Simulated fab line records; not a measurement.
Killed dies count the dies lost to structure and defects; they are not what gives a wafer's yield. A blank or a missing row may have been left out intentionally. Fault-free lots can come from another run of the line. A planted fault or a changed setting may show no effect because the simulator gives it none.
Matching of chambers / flow n5Finfet / N5_FIN_SAQP_PECVD_47 on pecvd-01 has 3 sister chambers
The step deposits a-Si from SiH4/He, target thk 45 nm, time 36.3 s. 3 wafers are shown with their chamber, then 7 later ones without.

== WAFERS WITH THEIR CHAMBER ==
wafer=L086.6; chamber=2; throttleValvePct (%)=15.9
wafer=L091.1; chamber=0; throttleValvePct (%)=19.1
wafer=L091.4; chamber=1; throttleValvePct (%)=17.7

== WAFERS MISSING THEIR CHAMBER ==
wafer=L091.5; throttleValvePct (%)=16.4
wafer=L094.1; throttleValvePct (%)=19.2
wafer=L094.4; throttleValvePct (%)=15.8
wafer=L094.5; throttleValvePct (%)=17.7
wafer=L096.1; throttleValvePct (%)=17.8
wafer=L096.2; throttleValvePct (%)=16.1
wafer=L096.4; throttleValvePct (%)=16.3

== THE CHAMBER EACH PASSED THROUGH ==
wafer=L091.5; from the rows above=2; in truth=2
wafer=L094.1; from the rows above=0; in truth=0
wafer=L094.4; from the rows above=2; in truth=2
wafer=L094.5; from the rows above=1; in truth=1
wafer=L096.1; from the rows above=1; in truth=1
wafer=L096.2; from the rows above=2; in truth=2
wafer=L096.4; from the rows above=2; in truth=2
7 of 7 placed correctly. Can't be placed from these rows: 0. 0 placed wrongly.
How it was worked out, from the rows above alone: a wafer's distance from a chamber is the root of the sum, over the readings, of the square of ((its reading less the chamber's mean) divided by the reading's scatter). If the next closest chamber is less than 2 further off than the closest, the wafer can't be placed; otherwise it belongs to the closest. A chamber's mean is the mean of its shown wafers. The scatter: with one shown wafer a chamber, the root of the mean of the squares of how far each hidden wafer lies from its nearest shown one.
